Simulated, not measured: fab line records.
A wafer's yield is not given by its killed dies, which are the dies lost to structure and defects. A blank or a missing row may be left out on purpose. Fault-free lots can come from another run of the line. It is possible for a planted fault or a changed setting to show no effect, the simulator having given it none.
Split-lot experiment -- flow n5-finfet -- 39 wafers read from 7 lots, route of 1938 steps

ABOUT THE SPLIT
At N5_GATE_CUT_ETCH_58 (etches SiNx in CH3F/O2, target depth 17 nm, time 128.6 s), the setting bias-w was moved away from the recipe's 21 W on 15 of the 39 wafers read, by -14.8% to +15.7%. All remaining wafers had this setting at the recipe value.

The reading comes from the split's own step.

THE READING
rf-vpp-V, in V, at N5_GATE_CUT_ETCH_58 (etches SiNx in CH3F/O2, target depth 17 nm, time 128.6 s). Typical for fault-free wafers on this fab line: 99.3 V, with standard deviation 0.91 V.

wafer,"tool, chamber at the split","bias-w as run, W",against the recipe,"rf-vpp-V, V",against lot-mates on the recipe
L076.1,"rie-diel-02, 0",18.41,-12.3%,92.6,-7.2
L076.2,"rie-diel-02, 3",21,recipe,98.5,-
L076.3,"rie-diel-02, 2",18.41,-12.3%,90.1,-9.7
L076.4,"rie-diel-02, 1",18.41,-12.3%,90.5,-9.3
L076.5,"rie-diel-02, 0",21,recipe,101.1,-
L076.6,"rie-diel-02, 1",21,recipe,99.9,-
L082.1,"rie-diel-05, 2",21,recipe,100.8,-
L082.2,"rie-diel-05, 3",21,recipe,98.8,-
L082.3,"rie-diel-05, 0",21,recipe,100.2,-
L082.4,"rie-diel-05, 1",21,recipe,99.2,-
L082.5,"rie-diel-05, 0",21,recipe,99.2,-
L082.6,"rie-diel-05, 3",21,recipe,99.0,-
L086.1,"rie-diel-02, 0",24.29,+15.7%,109.2,+9.5
L086.2,"rie-diel-02, 2",21,recipe,100.9,-
L086.3,"rie-diel-02, 3",21,recipe,99.5,-
L086.4,"rie-diel-02, 1",21,recipe,98.6,-
L086.5,"rie-diel-02, 1",24.29,+15.7%,110.0,+10.3
L086.6,"rie-diel-02, 0",24.29,+15.7%,108.0,+8.3
L088.1,"rie-diel-05, 0",23.72,+13.0%,108.3,+9.0
L088.2,"rie-diel-05, 1",21,recipe,98.3,-
L088.3,"rie-diel-05, 2",21,recipe,100.5,-
L088.4,"rie-diel-05, 3",23.72,+13.0%,107.8,+8.5
L088.5,"rie-diel-05, 0",23.72,+13.0%,108.5,+9.2
L088.6,"rie-diel-05, 1",21,recipe,99.2,-
L091.1,"rie-diel-05, 1",21,recipe,99.4,-
L091.2,"rie-diel-05, 2",21,recipe,100.7,-
L091.3,"rie-diel-05, 3",21,recipe,99.5,-
L091.4,"rie-diel-05, 0",17.89,-14.8%,90.0,-9.9
L091.5,"rie-diel-05, 1",17.89,-14.8%,88.1,-11.8
L091.6,"rie-diel-05, 2",17.89,-14.8%,89.5,-10.4
L093.2,"rie-diel-06, 1",21,recipe,99.3,-
L093.3,"rie-diel-06, 3",21,recipe,97.3,-
L093.6,"rie-diel-06, 3",21,recipe,98.2,-
L097.1,"rie-diel-05, 0",19.9,-5.2%,95.4,-3.2
L097.2,"rie-diel-05, 1",21,recipe,98.4,-
L097.3,"rie-diel-05, 2",19.9,-5.2%,94.7,-3.9
L097.4,"rie-diel-05, 3",21,recipe,99.6,-
L097.5,"rie-diel-05, 0",19.9,-5.2%,95.2,-3.4
L097.6,"rie-diel-05, 3",21,recipe,97.8,-

FIT RESULTS
A straight line over all 39 wafers: rf-vpp-V changes by +0.666 V for each +1% of bias-w; r = +0.98; the points scatter about the line by 0.97 V.
The same after taking each lot's own level away (the mean of its wafers on the recipe; 39 wafers): +0.672 V for each +1%; r = +0.99; scatter 0.89 V.
Per that fit: largest bias-w move, reading shift of 11 V.
Measured against the standard deviation above, the lots' own levels, which go from 98.27 to 99.87 V, span 1.8 times it.
So the lot-to-lot level changes the slope little: the two slopes agree.
Check: +10.5 V against its lot-mates is what the line predicts for one of the wafers moved furthest among these (+15.7%) when that wafer is left out of the fit. It came out at +9.53 V against them.
Tool readings at the split's step, against how far the setting was moved: rf-vpp-V r = +0.98.

THE OTHER SPLITS THESE WAFERS WENT THROUGH
Other splits were also applied to these wafers ahead of the reading. Each is held against what the fit with the lots' levels taken away leaves over:
other split on the same wafers,wafers away from the commonest value,r with rf-vpp-V (lot level and that fit taken away)
N5_DUMMY_GATE_ETCH_37 source-w,15,-0.16
N5_DUMMY_GATE_ETCH_31 target-depth-a,18,+0.04
N5_DUMMY_GATE_ETCH_32 time-s,12,+0.00

FILE'S OWN FIT
rf-vpp-V changes by +0.673 V for each +1% of bias-w, r = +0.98.
